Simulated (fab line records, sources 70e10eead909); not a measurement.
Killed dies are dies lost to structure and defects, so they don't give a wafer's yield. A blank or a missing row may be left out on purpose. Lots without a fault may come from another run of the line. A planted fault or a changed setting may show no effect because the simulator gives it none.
fab line records | flow nand_harc
record lots=24 wafers=72 last_day=33
route steps=1302 shown A_DECK1_JOINT@543 A_ONON_D2@563 A_CHANNEL_HOLE_D2@583
lots that met no fault: from a run of the same line without faults
start_h: hours from the record's first day to the start of the lot's first wafer shown | wait_h: hours since the lot's step before | " the same as in the row above | L1.1+2: a row that stands for several wafers | - no value, or no start given | * or withheld: withheld | < > ~ a bound
route shown NAME@n: a module of which the file shows steps, and the number in the route of the first | usual: mean/standard deviation of fault-free wafers | same: alike in all rows | chamber/n: place in a boat | sites: the reading at each site | _std_site: their standard deviation | _edge_site: outer sites' mean less inner sites' | radius_mm: how far each site lies from the wafer's centre | mask NAME#n: copy n | behind: the tool/chamber that last shaped the wafer | hold: why the lot was held/for how many hours/how that ended | device: the transistor (n, p or np) that didn't switch | end of line: the same wafers' tests at the end of the route | a step without rows: its recipe alone | killed: dies lost to structure and defects at the first sort, not the wafer's yield | map: a wafer's dies, x killed, . not, _ none there
set.NAME: the setting as run; set.NAME@STEP: as run at that earlier step | model.NAME: the simulator's own value behind a step, which no gauge read
steps of the route over a sample of lots; a table a step, a row a wafer
services: from which hour (start_h, from the record's first day; less than 0 if before it) a tool's chamber was out of use, for how many hours, and why
## steps
# step NHARC_A_DECK1_JOINT_THK_MEAS_17
# recipe thk_meas_gauge=ellipsometry
# usual thk_nm=45.2/1.3
# columns lot.wafer tool chamber start_h wait_h thk_nm
L074.1 film_metro-01 - 271.58 0.2 45.9
L074.3 " - " " 43.8
L074.5 " - " " 46.7
L075.2 film_metro-02 - 286.02 0.2 43.9
L075.3 " - " " 42.6
L075.4 " - " " 43.8
L076.1 film_metro-02 - 299.18 0.3 47.1
L076.3 " - " " 44.7
L076.4 " - " " 46.0
L077.2 film_metro-02 - 301.80 0.2 44.3
L077.5 " - " " 46.3
L077.6 " - " " 44.3
L078.1 film_metro-02 - 315.71 0.2 45.7
L078.2 " - " " 46.0
L078.3 " - " " 46.4
L079.1 film_metro-02 - 328.04 0.2 44.2
L079.4 " - " " 45.8
L079.6 " - " " 46.4
L080.1 film_metro-01 - 328.06 0.2 43.1
L080.4 " - " " 45.3
L080.6 " - " " 44.0
L082.2 film_metro-02 - 354.46 0.2 43.5
L082.3 " - " " 45.3
L082.6 " - " " 45.3
L081.1 film_metro-02 - 354.65 0.2 45.8
L081.2 " - " " 44.6
L081.5 " - " " 48.2
L083.3 film_metro-01 - 369.92 0.2 45.9
L083.4 " - " " 42.0
L083.5 " - " " 45.5
L084.1 film_metro-02 - 370.17 0.3 44.0
L084.2 " - " " 46.1
L084.4 " - " " 45.8
L085.1 film_metro-01 - 377.99 0.2 45.7
L085.2 " - " " 45.4
L085.6 " - " " 45.8
L086.1 film_metro-02 - 390.69 0.2 43.9
L086.2 " - " " 44.7
L086.5 " - " " 45.0
L087.3 film_metro-01 - 415.95 0.2 44.6
L087.5 " - " " 46.0
L087.6 " - " " 43.6
L088.1 film_metro-01 - 416.10 0.2 44.3
L088.2 " - " " 46.7
L088.3 " - " " 44.6
L089.1 film_metro-01 - 431.45 0.2 44.0
L089.4 " - " " 45.6
L089.6 " - " " 44.8
L090.1 film_metro-02 - 431.45 0.2 44.6
L090.2 " - " " 45.9
L090.5 " - " " 43.6
L091.2 film_metro-01 - 450.08 0.2 44.8
L091.5 " - " " 45.8
L091.6 " - " " 48.1
L092.1 film_metro-01 - 455.92 0.2 44.7
L092.3 " - " " 43.7
L092.6 " - " " 45.8
L094.1 film_metro-01 - 478.38 0.2 44.0
L094.5 " - " " 46.4
L094.6 " - " " 45.1
L093.3 film_metro-01 - 478.39 0.3 48.4
L093.4 " - " " 47.6
L093.5 " - " " 46.8
L095.1 film_metro-02 - 485.48 0.2 47.3
L095.2 " - " " 45.1
L095.3 " - " " 45.7
L097.1 film_metro-02 - 497.32 0.2 44.6
L097.4 " - " " 46.6
L097.5 " - " " 44.4
L096.3 film_metro-02 - 499.07 0.2 48.2
L096.4 " - " " 46.5
L096.6 " - " " 47.7
# step NHARC_A_ONON_D2_THK_MEAS_27
# recipe thk_meas_gauge=ellipsometry
# usual thk_nm=1000/11
# columns lot.wafer tool chamber start_h wait_h thk_nm
L074.1 film_metro-02 - 284.19 - 994
L074.3 " - " " 995
L074.5 " - " " 995
L075.2 film_metro-01 - 298.37 - 992
L075.3 " - " " 993
L075.4 " - " " 994
L076.1 film_metro-01 - 311.52 - 991
L076.3 " - " " 992
L076.4 " - " " 994
L077.2 film_metro-02 - 311.55 - 1011
L077.5 " - " " 1013
L077.6 " - " " 1012
L078.1 film_metro-01 - 327.72 - 1013
L078.2 " - " " 1013
L078.3 " - " " 1014
L080.1 film_metro-01 - 340.03 - 997
L080.4 " - " " 996
L080.6 " - " " 996
L079.1 film_metro-02 - 340.03 - 985
L079.4 " - " " 986
L079.6 " - " " 986
L082.2 film_metro-02 - 366.36 - 985
L082.3 " - " " 985
L082.6 " - " " 986
L081.1 film_metro-01 - 366.37 - 1014
L081.2 " - " " 1014
L081.5 " - " " 1013
L083.3 film_metro-01 - 382.91 - 1000
L083.4 " - " " 1002
L083.5 " - " " 1002
L084.1 film_metro-01 - 382.92 - 998
L084.2 " - " " 996
L084.4 " - " " 996
L085.1 film_metro-01 - 390.32 - 1003
L085.2 " - " " 1005
L085.6 " - " " 1003
L086.1 film_metro-02 - 402.96 - 1004
L086.2 " - " " 1004
L086.5 " - " " 1005
L088.1 film_metro-01 - 428.86 - 994
L088.2 " - " " 996
L088.3 " - " " 994
L087.3 film_metro-02 - 428.87 - 1010
L087.5 " - " " 1010
L087.6 " - " " 1011
L090.1 film_metro-02 - 446.79 - 992
L090.2 " - " " 991
L090.5 " - " " 989
L089.1 film_metro-01 - 446.80 - 1008
L089.4 " - " " 1009
L089.6 " - " " 1009
L091.2 film_metro-02 - 465.45 - 1000
L091.5 " - " " 999
L091.6 " - " " 1001
L092.1 film_metro-01 - 465.48 - 982
L092.3 " - " " 985
L092.6 " - " " 984
L093.3 film_metro-02 - 490.74 - 982
L093.4 " - " " 979
L093.5 " - " " 983
L094.1 film_metro-01 - 490.75 - 996
L094.5 " - " " 996
L094.6 " - " " 997
L095.1 film_metro-02 - 497.47 - 1017
L095.2 " - " " 1018
L095.3 " - " " 1016
L097.1 film_metro-01 - 509.62 - 1015
L097.4 " - " " 1015
L097.5 " - " " 1014
L096.3 film_metro-01 - 509.66 - 1011
L096.4 " - " " 1011
L096.6 " - " " 1011
# step NHARC_A_CHANNEL_HOLE_D2_OVL_MEAS_11
# usual overlay_x_nm=-0.1/0.78 overlay_y_nm=-0.1/0.8
# columns lot.wafer tool chamber start_h wait_h overlay_x_nm overlay_y_nm
L074.1 overlay-01 - 288.10 - 0.8 -0.5
L074.3 " - " " 0.2 -0.3
L074.5 " - " " 0.5 -1.2
L075.2 overlay-02 - 302.28 - -0.8 -0.7
L075.3 " - " " -0.3 -0.7
L075.4 " - " " -0.9 -0.6
L076.1 overlay-01 - 315.51 - 0.3 0.6
L076.3 " - " " 0.2 0.9
L076.4 " - " " 0.5 0.7
L077.2 overlay-01 - 316.37 - 0.7 -0.1
L077.5 " - " " 0.1 -0.4
L077.6 " - " " 0.2 -0.4
L078.1 overlay-02 - 331.75 - 0.5 -0.8
L078.2 " - " " 0.1 -0.4
L078.3 " - " " 0.3 -1.1
L079.1 overlay-01 - 345.09 - -0.9 0.3
L079.4 " - " " -0.8 0.0
L079.6 " - " " -1.0 0.2
L080.1 overlay-02 - 345.33 - -1.6 0.0
L080.4 " - " " -1.4 0.1
L080.6 " - " " -1.1 -0.3
L081.1 overlay-01 - 370.51 - 0.3 0.7
L081.2 " - " " 0.1 0.4
L081.5 " - " " -0.1 0.1
L082.2 overlay-02 - 372.54 - 1.5 0.5
L082.3 " - " " 0.5 0.7
L082.6 " - " " 0.8 0.3
L083.3 overlay-01 - 387.23 - -1.4 0.1
L083.4 " - " " -1.6 0.5
L083.5 " - " " -1.2 0.5
L084.1 overlay-01 - 387.44 - -0.5 1.2
L084.2 " - " " -0.9 1.3
L084.4 " - " " -1.1 1.2
L085.1 overlay-02 - 394.11 - -0.6 1.1
L085.2 " - " " -0.4 1.5
L085.6 " - " " -0.4 0.6
L086.1 overlay-02 - 406.86 - 0.1 -1.0
L086.2 " - " " 0.3 -1.0
L086.5 " - " " 0.0 -1.3
L088.1 overlay-01 - 434.39 - -1.1 -0.9
L088.2 " - " " -0.7 0.0
L088.3 " - " " -0.7 -0.9
L087.3 overlay-01 - 435.35 - 0.0 -0.4
L087.5 " - " " -0.2 -0.3
L087.6 " - " " -0.1 -0.8
L090.1 overlay-01 - 451.06 - -0.9 0.0
L090.2 " - " " -0.8 0.5
L090.5 " - " " -1.2 0.7
L089.1 overlay-02 - 451.35 - 0.3 -0.7
L089.4 " - " " 0.5 -1.1
L089.6 " - " " 0.0 -0.8
L091.2 overlay-01 - 471.01 - -0.9 -1.0
L091.5 " - " " 0.0 -0.7
L091.6 " - " " -1.6 -0.7
L092.1 overlay-02 - 471.17 - 0.7 0.4
L092.3 " - " " 0.9 0.4
L092.6 " - " " 0.7 0.2
L094.1 overlay-01 - 494.52 - 0.0 0.6
L094.5 " - " " -0.1 0.8
L094.6 " - " " 0.0 0.2
L093.3 overlay-02 - 494.67 - 0.3 -0.7
L093.4 " - " " 0.4 -0.8
L093.5 " - " " 0.1 0.0
L095.1 overlay-02 - 503.25 - 0.4 1.6
L095.2 " - " " 1.3 1.6
L095.3 " - " " 1.4 1.8
L097.1 overlay-01 - 513.53 - -0.8 -1.2
L097.4 " - " " -1.2 -0.9
L097.5 " - " " -1.6 -1.3
L096.3 overlay-02 - 513.69 - -0.1 -1.2
L096.4 " - " " 0.7 -0.7
L096.6 " - " " -0.2 -0.6
# step NHARC_A_CHANNEL_HOLE_D2_ETCH_16
# recipe target_depth_a=31000 over_etch_frac=0.3 time_s=806 ion_energy_ev=150 o2_flow_sccm=400 cos_flow_sccm=20 ar_flow_sccm=0 rf_w=500 bias_w=300 chemistry=O2/COS
# usual cos_flow_sccm=20.01/0.06 drypump_motor_current_A=5.8/0.45 oes_product_au=0.996/0.018 rf_vpp_V=314.6/1.7 showerhead_plenum_p_Torr=3.15/0.11 throttle_valve_pct=28.330/0.01
# columns lot.wafer tool chamber start_h wait_h cos_flow_sccm drypump_motor_current_A oes_product_au rf_hours_counter_h rf_vpp_V showerhead_plenum_p_Torr throttle_valve_pct
L074.3 rie_diel-10 0 - - 20.02 5.9 1.002 3.1 317.4 3.33 28.317
L074.1 " 1 " " 19.93 6.0 0.994 3.3 313.3 3.03 28.326
L074.5 " 1 " " 19.98 5.9 0.992 - 314.7 3.03 28.333
L075.2 rie_diel-10 1 - - 20.04 6.0 0.990 4.5 313.3 3.03 28.328
L075.4 " 2 " " 19.99 5.7 0.980 4.5 312.5 3.05 28.321
L075.3 " 3 " " 20.12 6.2 1.020 0.4 313.8 3.18 28.323
L076.1 rie_diel-08 3 - - 20.03 5.9 0.969 5.3 315.5 3.13 28.336
L076.3 " 0 " " 20.04 5.8 0.957 6.3 313.1 3.05 28.325
L076.4 " 1 " " 19.97 5.7 0.990 6.9 314.5 3.11 28.335
L077.2 rie_diel-10 3 - - 19.96 6.2 1.023 1.1 314.8 3.18 28.315
L077.5 " 2 " " 20.07 5.7 0.985 - 315.3 3.05 28.327
L077.6 " 3 " " 20.03 6.2 1.016 - 314.8 3.18 28.324
L078.3 rie_diel-08 3 - - 20.02 5.9 0.977 6.2 314.9 3.13 28.340
L078.2 " 0 " " 19.82 5.8 0.976 7.0 314.6 3.05 28.328
L078.1 " 2 " " 20.04 5.6 0.986 6.8 313.0 3.12 28.327
L079.4 rie_diel-08 2 - - 20.13 5.6 0.984 7.3 315.7 3.12 28.336
L079.1 " 3 " " 20.08 5.9 0.981 6.9 313.5 3.13 28.325
L079.6 " 2 " " 20.11 5.6 0.983 - 313.9 3.12 28.348
L080.4 rie_diel-03 1 - - 20.05 5.0 0.972 1.6 317.4 3.35 28.325
L080.1 " 3 " " 20.05 6.7 0.991 2.5 316.2 3.26 28.333
L080.6 " 1 " " 20.05 5.1 0.989 - 318.1 3.35 28.333
L081.1 rie_diel-10 3 - - 20.11 6.2 1.051 3.1 315.5 3.18 28.344
L081.2 " 1 " " 20.08 6.0 1.008 7.1 312.6 3.03 28.326
L081.5 " 1 " " 20.01 6.0 0.998 - 312.9 3.03 28.330
L082.2 rie_diel-10 2 - - 20.09 5.7 0.984 8.2 312.4 3.05 28.319
L082.3 " 3 " " 20.08 6.2 1.033 3.8 315.0 3.18 28.332
L082.6 " 3 " " 19.90 6.2 1.044 - 314.9 3.18 28.336
L083.3 rie_diel-10 3 - - 20.04 6.2 1.032 4.8 315.7 3.18 28.324
L083.4 " 0 " " 19.94 6.0 1.007 7.2 317.2 3.33 28.333
L083.5 " 1 " " 19.96 5.9 0.994 - 312.3 3.03 28.329
L084.4 rie_diel-03 1 - - 20.06 5.0 0.991 4.8 316.7 3.35 28.327
L084.1 " 2 " " 19.90 6.3 0.998 5.6 313.1 3.04 28.327
L084.2 " 0 " " 20.05 4.8 0.989 5.1 315.6 3.24 28.315
L085.2 rie_diel-10 2 - - 19.99 5.8 0.990 9.9 313.6 3.05 28.329
L085.1 " 1 " " 20.01 6.0 1.001 9.5 313.0 3.03 28.331
L085.6 " 3 " " 19.99 6.2 1.054 - 314.5 3.18 28.339
L086.1 rie_diel-10 0 - - 19.97 6.0 1.005 8.6 317.6 3.33 28.340
L086.2 " 2 " " 19.94 5.7 0.996 11.4 313.0 3.04 28.328
L086.5 " 3 " " 19.96 6.2 1.043 - 314.0 3.18 28.321
L088.2 rie_diel-10 2 - - 20.02 5.8 0.989 0.5 312.8 3.04 28.324
L088.1 " 3 " " 20.07 6.2 1.028 0.5 315.7 3.18 28.342
L088.3 " 0 " " 20.02 6.0 0.995 0.5 316.5 3.33 28.313
L087.3 rie_diel-08 2 - - 20.00 5.6 0.976 4.6 315.9 3.11 28.325
L087.5 " 0 " " 19.97 5.8 0.998 - 312.9 3.05 28.330
L087.6 " 1 " " 20.05 5.7 0.998 - 313.8 3.11 28.342
L090.1 rie_diel-08 2 - - 20.02 5.6 0.982 5.2 313.2 3.11 28.314
L090.2 " 0 " " 19.95 5.8 1.003 4.3 313.1 3.05 28.333
L090.5 " 2 " " 19.99 5.6 0.980 - 315.2 3.11 28.336
L089.1 rie_diel-03 1 - - 19.91 5.0 0.985 8.2 318.1 3.35 28.314
L089.4 " 0 " " 20.02 4.8 0.990 7.8 314.6 3.24 28.332
L089.6 " 1 " " 19.89 5.0 0.999 - 317.4 3.35 28.302
L091.2 rie_diel-03 3 - - 19.96 6.7 0.999 0.3 315.6 3.26 28.331
L091.5 " 0 " " 20.03 4.8 0.986 - 314.8 3.24 28.341
L091.6 " 1 " " 19.92 5.0 1.006 - 317.8 3.35 28.330
L092.1 rie_diel-10 0 - - 20.02 6.0 0.990 2.1 317.9 3.33 28.324
L092.3 " 2 " " 20.08 5.7 0.992 1.9 313.6 3.04 28.332
L092.6 " 3 " " 19.92 6.2 1.018 - 316.3 3.18 28.318
L094.1 rie_diel-10 0 - - 19.98 6.0 0.982 3.2 317.1 3.33 28.319
L094.6 " 0 " " 19.97 6.0 0.982 - 316.1 3.33 28.336
L094.5 " 1 " " 20.02 6.0 1.011 - 313.2 3.02 28.320
L093.3 rie_diel-03 0 - - 20.13 4.8 0.982 1.8 316.6 3.24 28.343
L093.4 " 3 " " 20.12 6.7 1.005 - 316.0 3.26 28.321
L093.5 " 0 " " 20.14 4.8 0.983 - 316.1 3.24 28.319
L095.3 rie_diel-10 1 - - 20.01 5.9 1.008 3.5 312.9 3.02 28.352
L095.1 " 3 " " 20.04 6.3 1.017 3.9 314.7 3.18 28.329
L095.2 " 0 " " 19.96 6.0 0.990 4.0 317.5 3.33 28.330
L097.4 rie_diel-08 3 - - 19.92 5.9 0.966 7.0 314.1 3.12 28.338
L097.1 " 0 " " 19.93 5.8 1.002 7.5 314.8 3.05 28.346
L097.5 " 2 " " 20.03 5.6 0.970 - 314.1 3.11 28.334
L096.3 rie_diel-03 0 - - 20.00 4.8 0.995 3.9 314.7 3.24 28.323
L096.4 " 2 " " 20.01 6.3 1.004 3.0 313.4 3.04 28.334
L096.6 " 1 " " 20.04 5.0 1.001 - 317.7 3.35 28.327
# step NHARC_A_CHANNEL_HOLE_D2_ETCH_23
# recipe bias_v=5000 source_w=withheld pressure_mtorr=20 time_s=819 ar_flow_sccm=375 c4f8_flow_sccm=89.3 o2_flow_sccm=35.7 temp_c=-20 target_depth_a=16000 chemistry=C4F8/O2/Ar
# usual drypump_motor_current_A=5.64/0.28 showerhead_plenum_p_Torr=3.65/0.2 throttle_valve_pct=32.155/0.0092
# columns lot.wafer tool chamber start_h wait_h drypump_motor_current_A rf_hours_counter_h showerhead_plenum_p_Torr throttle_valve_pct
L074.1 har_etch-01 1 291.15 0.5 5.18 151 3.45 32.161
L074.3 " 0 " " 5.72 - 3.70 32.156
L074.5 " 0 " " 5.70 - 3.70 32.141
L075.2 har_etch-01 1 305.10 0.5 5.18 155 3.45 32.150
L075.4 " 0 " " 5.71 - 3.70 32.146
L075.3 " 1 " " 5.17 - 3.45 32.151
L076.1 har_etch-02 0 318.22 0.5 5.86 379 3.44 32.152
L076.3 " 0 " " 5.85 - 3.44 32.157
L076.4 " 1 " " 5.86 - 3.51 32.174
L077.2 har_etch-01 1 319.07 0.5 5.18 162 3.44 32.168
L077.6 " 1 " " 5.20 - 3.44 32.163
L077.5 " 0 " " 5.73 - 3.70 32.156
L078.1 har_etch-02 0 334.46 0.5 5.85 391 3.44 32.163
L078.2 " 1 " " 5.86 391 3.50 32.142
L078.3 " 1 " " 5.86 - 3.50 32.149
L079.1 har_etch-01 1 348.56 0.5 5.18 178 3.44 32.150
L079.4 " 0 " " 5.69 - 3.69 32.150
L079.6 " 0 " " 5.69 - 3.69 32.164
L080.1 har_etch-02 1 350.42 0.5 5.86 399 3.50 32.138
L080.4 " 0 " " 5.84 - 3.43 32.168
L080.6 " 0 " " 5.84 - 3.43 32.165
L081.1 har_etch-02 0 373.44 0.5 5.83 410 3.43 32.148
L081.2 " 1 " " 5.87 410 3.49 32.168
L081.5 " 1 " " 5.87 - 3.49 32.163
L082.2 har_etch-01 1 377.61 0.5 5.17 196 3.43 32.154
L082.3 " 1 " " 5.18 - 3.43 32.148
L082.6 " 0 " " 5.70 - 3.68 32.138
L083.4 har_etch-01 0 394.16 0.5 5.72 - 3.67 32.163
L083.3 " 1 " " 5.17 - 3.42 32.138
L083.5 " 0 " " 5.72 - 3.67 32.142
L084.1 har_etch-01 0 398.09 0.5 5.70 216 3.67 32.171
L084.2 " 1 " " 5.17 216 3.42 32.169
L084.4 " 1 " " 5.20 - 3.42 32.147
L085.1 har_etch-01 1 402.25 0.5 5.17 220 3.41 32.157
L085.2 " 0 " " 5.71 220 3.67 32.149
L085.6 " 0 " " 5.71 - 3.67 32.151
L086.1 har_etch-02 1 409.59 0.5 5.88 9 3.93 32.149
L086.2 " 0 " " 5.85 9 3.93 32.172
L086.5 " 0 " " 5.84 - 3.93 32.145
L088.2 har_etch-02 0 437.10 0.5 5.85 24 3.92 32.152
L088.1 " 1 " " 5.81 24 3.92 32.144
L088.3 " 1 " " 5.83 - 3.92 32.145
L087.3 har_etch-01 0 439.99 0.5 5.71 - 3.65 32.155
L087.6 " 0 " " 5.71 - 3.65 32.154
L087.5 " 1 " " 5.18 - 3.40 32.164
L090.1 har_etch-01 1 453.78 0.5 5.19 250 3.40 32.138
L090.2 " 0 " " 5.67 250 3.65 32.170
L090.5 " 0 " " 5.72 - 3.65 32.153
L089.1 har_etch-02 1 456.50 0.5 5.90 36 3.91 32.139
L089.4 " 1 " " 5.88 - 3.91 32.158
L089.6 " 1 " " 5.90 - 3.91 32.164
L091.2 har_etch-01 1 473.73 0.5 5.18 262 3.39 32.149
L091.5 " 1 " " 5.19 - 3.39 32.159
L091.6 " 0 " " 5.70 - 3.64 32.148
L092.1 har_etch-02 1 475.86 0.5 5.88 47 3.91 32.153
L092.3 " 0 " " 5.83 - 3.91 32.161
L092.6 " 1 " " 5.88 - 3.91 32.168
L094.1 har_etch-02 1 497.22 0.5 5.89 55 3.90 32.153
L094.5 " 1 " " 5.89 - 3.90 32.154
L094.6 " 0 " " 5.84 - 3.90 32.164
L093.3 har_etch-01 0 499.50 1.0 5.71 - 3.64 32.142
L093.4 " 0 " " 5.72 - 3.64 32.171
L093.5 " 0 " " 5.70 - 3.64 32.152
L095.1 har_etch-02 1 510.01 0.5 5.87 67 3.89 32.157
L095.2 " 0 " " 5.84 67 3.90 32.143
L095.3 " 1 " " 5.85 - 3.90 32.157
L097.1 har_etch-02 1 516.36 0.5 5.85 70 3.89 32.163
L097.4 " 0 " " 5.85 - 3.89 32.153
L097.5 " 0 " " 5.85 - 3.89 32.149
L096.4 har_etch-01 1 517.94 0.5 5.16 - 3.93 32.174
L096.3 " 0 " " 5.72 - 3.63 32.157
L096.6 " 0 " " 5.70 - 3.63 32.162
# step NHARC_A_CHANNEL_HOLE_D2_STRIP_28
# recipe o2_flow_sccm=500 ar_flow_sccm=0 bias_w=0 chemistry=O2
# usual drypump_motor_current_A=5.9/0.47 oes_product_au=0.998/0.016 rf_vpp_V=57.8/0.93 showerhead_plenum_p_Torr=3.57/0.13 throttle_valve_pct=17.036/0.0091
# columns lot.wafer tool chamber start_h wait_h drypump_motor_current_A oes_product_au rf_hours_counter_h rf_vpp_V showerhead_plenum_p_Torr throttle_valve_pct
L074.3 rie_diel-10 0 - - 6.0 0.996 3.7 58.2 3.76 17.051
L074.1 " 1 " " 5.9 0.997 4.0 58.1 3.42 17.044
L074.5 " 2 " " 5.7 0.981 - 57.8 3.45 17.044
L075.3 rie_diel-10 2 - - 5.7 0.991 5.0 57.3 3.45 17.032
L075.4 " 3 " " 6.2 1.031 0.6 56.9 3.60 17.046
L075.2 " 0 " " 5.9 1.014 4.6 58.6 3.76 17.045
L076.4 rie_diel-08 2 - - 5.6 0.985 6.3 57.6 3.52 17.034
L076.3 " 0 " " 5.8 0.973 6.6 58.2 3.45 17.031
L076.1 " 1 " " 5.7 0.995 7.1 57.4 3.52 17.023
L077.2 rie_diel-10 2 - - 5.7 0.991 5.9 57.6 3.45 17.028
L077.6 " 0 " " 5.9 1.005 - 58.2 3.76 17.037
L077.5 " 1 " " 6.0 1.010 - 56.9 3.42 17.040
L078.3 rie_diel-03 1 - - 5.0 0.986 1.1 58.4 3.78 17.024
L078.1 " 2 " " 6.3 0.993 1.8 56.2 3.44 17.023
L078.2 " 0 " " 4.8 0.993 1.4 59.8 3.66 17.027
L079.4 rie_diel-08 0 - - 5.8 0.979 8.8 56.8 3.45 17.023
L079.1 " 2 " " 5.6 0.991 8.2 56.9 3.52 17.034
L079.6 " 0 " " 5.8 0.974 - 57.8 3.45 17.030
L080.4 rie_diel-08 1 - - 5.7 1.004 9.1 57.4 3.51 17.042
L080.1 " 0 " " 5.8 0.975 9.0 56.9 3.45 17.045
L080.6 " 1 " " 5.7 0.998 - 57.2 3.51 17.037
L081.2 rie_diel-03 1 - - 5.0 0.989 4.2 57.8 3.78 17.045
L081.1 " 2 " " 6.3 0.992 5.0 58.3 3.44 17.033
L081.5 " 1 " " 5.0 0.988 - 57.1 3.78 17.051
L082.2 rie_diel-03 2 - - 6.3 1.000 5.1 58.8 3.44 17.037
L082.3 " 1 " " 5.0 0.998 4.4 59.7 3.78 17.047
L082.6 " 2 " " 6.3 1.000 - 58.0 3.44 17.045
L083.4 rie_diel-03 2 - - 6.3 0.995 6.1 58.4 3.44 17.045
L083.3 " 0 " " 4.8 0.985 5.3 57.8 3.66 17.050
L083.5 " 2 " " 6.3 0.999 - 55.9 3.44 17.033
L084.4 rie_diel-10 3 - - 6.2 1.048 6.0 57.6 3.59 17.019
L084.2 " 0 " " 5.9 1.009 8.2 57.8 3.76 17.020
L084.1 " 2 " " 5.8 0.984 10.8 57.6 3.44 17.044
L085.2 rie_diel-10 2 - - 5.7 0.985 10.9 58.2 3.44 17.043
L085.1 " 0 " " 5.9 1.008 8.3 58.9 3.76 17.027
L085.6 " 2 " " 5.7 0.981 - 59.0 3.44 17.025
L086.1 rie_diel-08 2 - - 5.6 0.965 2.9 56.0 3.52 17.041
L086.2 " 3 " " 5.9 0.977 3.0 57.1 3.53 17.055
L086.5 " 3 " " 5.9 0.974 - 58.7 3.53 17.028
L088.3 rie_diel-10 0 - - 6.0 0.999 0.7 59.8 3.76 17.048
L088.2 " 1 " " 5.9 1.004 0.7 58.0 3.42 17.045
L088.1 " 2 " " 5.7 1.002 0.9 56.4 3.44 17.029
L087.3 rie_diel-10 2 - - 5.7 0.987 1.0 57.3 3.44 17.031
L087.5 " 3 " " 6.2 1.023 - 56.8 3.59 17.039
L087.6 " 0 " " 6.0 0.994 - 57.8 3.76 17.055
L090.2 rie_diel-10 1 - - 6.0 1.006 1.2 58.0 3.42 17.034
L090.1 " 2 " " 5.8 0.987 1.2 57.3 3.44 17.035
L090.5 " 0 " " 6.0 0.972 - 58.2 3.76 17.039
L089.1 rie_diel-10 2 - - 5.7 0.987 1.4 58.3 3.44 17.028
L089.4 " 1 " " 6.0 1.006 1.4 56.4 3.42 17.031
L089.6 " 3 " " 6.2 1.035 - 59.2 3.59 17.038
L091.2 rie_diel-10 2 - - 5.8 0.981 2.1 57.6 3.44 17.024
L091.5 " 3 " " 6.2 1.023 - 57.5 3.59 17.007
L091.6 " 0 " " 6.0 0.986 - 57.4 3.76 17.020
L092.1 rie_diel-03 1 - - 5.0 0.998 1.1 58.7 3.78 17.025
L092.3 " 2 " " 6.3 1.008 0.7 55.8 3.44 17.038
L092.6 " 3 " " 6.7 1.014 - 57.3 3.68 17.036
L094.1 rie_diel-10 3 - - 6.2 1.000 3.5 61.1 3.59 17.027
L094.5 " 0 " " 6.0 0.986 - 59.2 3.76 17.019
L094.6 " 1 " " 6.0 0.996 - 57.3 3.42 17.034
L093.3 rie_diel-03 1 - - 5.0 0.999 1.9 59.9 3.78 17.050
L093.4 " 0 " " 4.8 0.987 3.3 58.4 3.66 17.033
L093.5 " 1 " " 5.0 1.001 - 59.0 3.78 17.030
L095.2 rie_diel-10 2 - - 5.7 0.990 3.8 56.1 3.44 17.057
L095.1 " 3 " " 6.2 1.018 4.2 57.9 3.59 17.042
L095.3 " 0 " " 6.0 0.992 4.3 57.9 3.76 17.042
L097.1 rie_diel-03 0 - - 4.8 0.995 4.3 58.4 3.66 17.028
L097.4 " 1 " " 5.0 1.003 2.9 57.2 3.78 17.023
L097.5 " 3 " " 6.7 0.996 - 56.8 3.68 17.036
L096.4 rie_diel-10 2 - - 5.8 0.981 4.0 57.6 3.44 17.044
L096.3 " 1 " " 6.0 0.999 4.1 56.6 3.42 17.026
L096.6 " 3 " " 6.2 1.020 - 58.1 3.59 17.034
## services
# columns tool chamber start_h hours kind
rie_diel-03 0 270.11 3.1 repair
rie_diel-10 0 276.10 - clean
rie_diel-10 1 276.10 - clean
rie_diel-10 2 276.10 - clean
rie_diel-10 3 276.10 - clean
rie_diel-03 0 277.96 4.5 repair
rie_diel-03 - 281.97 9.0 pm
rie_diel-10 0 300.60 - clean
rie_diel-10 1 300.60 - clean
rie_diel-03 1 303.06 10.0 repair
rie_diel-10 1 339.13 10.0 repair
rie_diel-03 2 366.26 4.7 repair
rie_diel-03 3 367.37 8.3 repair
rie_diel-08 - 368.10 9.0 pm
rie_diel-10 0 369.00 6.5 repair
har_etch-02 - 379.92 17.0 pm
rie_diel-08 - 391.56 1.4 repair
rie_diel-08 0 412.51 4.9 repair
rie_diel-10 - 419.60 9.0 pm
rie_diel-08 3 427.07 6.3 repair
rie_diel-08 1 446.20 4.5 repair
rie_diel-03 - 458.97 9.0 pm
rie_diel-03 - 473.33 0.1 repair
rie_diel-03 1 490.30 8.7 repair
## key
fault none
